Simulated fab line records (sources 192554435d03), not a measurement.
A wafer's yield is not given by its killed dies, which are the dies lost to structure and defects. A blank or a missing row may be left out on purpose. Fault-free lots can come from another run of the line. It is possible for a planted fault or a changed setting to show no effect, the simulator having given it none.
The tool behind it: which one? / flow n5Finfet / 11 lots with 33 wafers sampled at 3 steps, on a route of 1938 steps

== WHAT THE GAUGES SHOWED, per wafer ==
N5_BEOL_M4_INSPECT_59: inspects for defects (darkfield).
lot=L226; measured=day 8 19:37; on=defectInspect-02; rawDefectCount=97 72 57
lot=L228; measured=day 9 09:54; on=defectInspect-02; rawDefectCount=67 69 35
lot=L230; measured=day 9 19:14; on=defectInspect-01; rawDefectCount=58 44 53
lot=L229; measured=day 10 00:06; on=defectInspect-02; rawDefectCount=103 61 82
lot=L233; measured=day 10 19:16; on=defectInspect-01; rawDefectCount=79 58 87
lot=L234; measured=day 10 19:41; on=defectInspect-01; rawDefectCount=76 85 88
lot=L236; measured=day 11 19:03; on=defectInspect-02; rawDefectCount=59 75 76
lot=L237; measured=day 12 19:36; on=defectInspect-02; rawDefectCount=70 73 80
lot=L244; measured=day 14 01:48; on=defectInspect-01; rawDefectCount=80 50 45
lot=L245; measured=day 14 05:50; on=defectInspect-02; rawDefectCount=54 46 83
lot=L246; measured=day 14 10:41; on=defectInspect-01; rawDefectCount=59 69 111

N5_BEOL_M5_OVL_MEAS_12.
lot=L226; measured=day 8 22:41; on=overlay-01; M5_OVL (nm)=-0.6 0.0 -0.4
lot=L228; measured=day 9 12:10; on=overlay-01; M5_OVL (nm)=-0.5 -0.7 -1.5
lot=L230; measured=day 9 21:22; on=overlay-01; M5_OVL (nm)=0.5 0.6 -0.4
lot=L229; measured=day 10 03:37; on=overlay-02; M5_OVL (nm)=0.3 -0.2 0.2
lot=L233; measured=day 11 02:18; on=overlay-01; M5_OVL (nm)=0.8 -0.3 -0.6
lot=L234; measured=day 11 02:20; on=overlay-02; M5_OVL (nm)=0.5 0.2 0.3
lot=L236; measured=day 11 21:43; on=overlay-02; M5_OVL (nm)=-1.0 0.1 0.5
lot=L237; measured=day 12 22:16; on=overlay-01; M5_OVL (nm)=-0.8 -0.3 0.3
lot=L244; measured=day 14 05:03; on=overlay-01; M5_OVL (nm)=0.6 -0.2 0.6
lot=L245; measured=day 14 09:46; on=overlay-01; M5_OVL (nm)=0.1 0.9 -0.5
lot=L246; measured=day 14 13:46; on=overlay-01; M5_OVL (nm)=0.3 1.0 0.7

== WHICH TOOL RAN EACH LOT (tool, then ch and the chambers of the sampled wafers, then the start) ==
lot=L226; N5_BEOL_M4_CO_CAP_55=cvdCo-02 ch 0,1,2, day 8 19:25
lot=L228; N5_BEOL_M4_CO_CAP_55=cvdCo-01 ch 0,1,2, day 9 09:41
lot=L230; N5_BEOL_M4_CO_CAP_55=cvdCo-01 ch 1,2, day 9 19:02
lot=L229; N5_BEOL_M4_CO_CAP_55=cvdCo-01 ch 0,1,2, day 9 23:53
lot=L233; N5_BEOL_M4_CO_CAP_55=cvdCo-01 ch 0,1,2, day 10 19:02
lot=L234; N5_BEOL_M4_CO_CAP_55=cvdCo-02 ch 1,2, day 10 19:28
lot=L236; N5_BEOL_M4_CO_CAP_55=cvdCo-02 ch 0,1, day 11 18:49
lot=L237; N5_BEOL_M4_CO_CAP_55=cvdCo-01 ch 0,2, day 12 19:22
lot=L244; N5_BEOL_M4_CO_CAP_55=cvdCo-02 ch 0,2, day 14 01:35
lot=L245; N5_BEOL_M4_CO_CAP_55=cvdCo-01 ch 0,1, day 14 05:35
lot=L246; N5_BEOL_M4_CO_CAP_55=cvdCo-01 ch 0,2, day 14 10:28
- N5_BEOL_M4_CO_CAP_55: material Co, precursor CCTBA/H2, target thk 2 nm, time 102.1 s.

== AS READ BY THE TOOLS THEMSELVES (means over the sampled wafers that have a number; for cases with no such wafer, the mark the record gives instead) ==
N5_BEOL_M4_CO_CAP_55.
lot=L226; tool=cvdCo-02; heaterPowerW (W)=240
lot=L228; tool=cvdCo-01; heaterPowerW (W)=252
lot=L230; tool=cvdCo-01; heaterPowerW (W)=262
lot=L229; tool=cvdCo-01; heaterPowerW (W)=250
lot=L233; tool=cvdCo-01; heaterPowerW (W)=254
lot=L234; tool=cvdCo-02; heaterPowerW (W)=224
lot=L236; tool=cvdCo-02; heaterPowerW (W)=257
lot=L237; tool=cvdCo-01; heaterPowerW (W)=246
lot=L244; tool=cvdCo-02; heaterPowerW (W)=235
lot=L245; tool=cvdCo-01; heaterPowerW (W)=256
lot=L246; tool=cvdCo-01; heaterPowerW (W)=244

== THE ANSWER, worked out from the rows above alone ==
Rule: the usual values come from the lots themselves. The widest of any qualifying gaps counts: lots, ordered by their means at a reading, are off when they make up no more than a third of the lots, leave a main group of 4 or more, and stand apart from it by 3 or more times the standard deviation of that group's means. If all means in a main group match to the digits the tables above print for the reading, that group is not used. Also off: a lot with no number at a reading for which 4 or more lots have one. Where the step has rows for the other lots, those lots are counted as sound. Order of review: gauges by route order, followed by the tools' own readings, for which a lot's mean as printed above is used. At the first step where some lot is off, the reading lying furthest off is the one used; lots without a number count as furthest.
Nothing can be told from this: no lot is off at any reading shown.

== WHAT WAS PUT IN BY THE SIMULATOR ==
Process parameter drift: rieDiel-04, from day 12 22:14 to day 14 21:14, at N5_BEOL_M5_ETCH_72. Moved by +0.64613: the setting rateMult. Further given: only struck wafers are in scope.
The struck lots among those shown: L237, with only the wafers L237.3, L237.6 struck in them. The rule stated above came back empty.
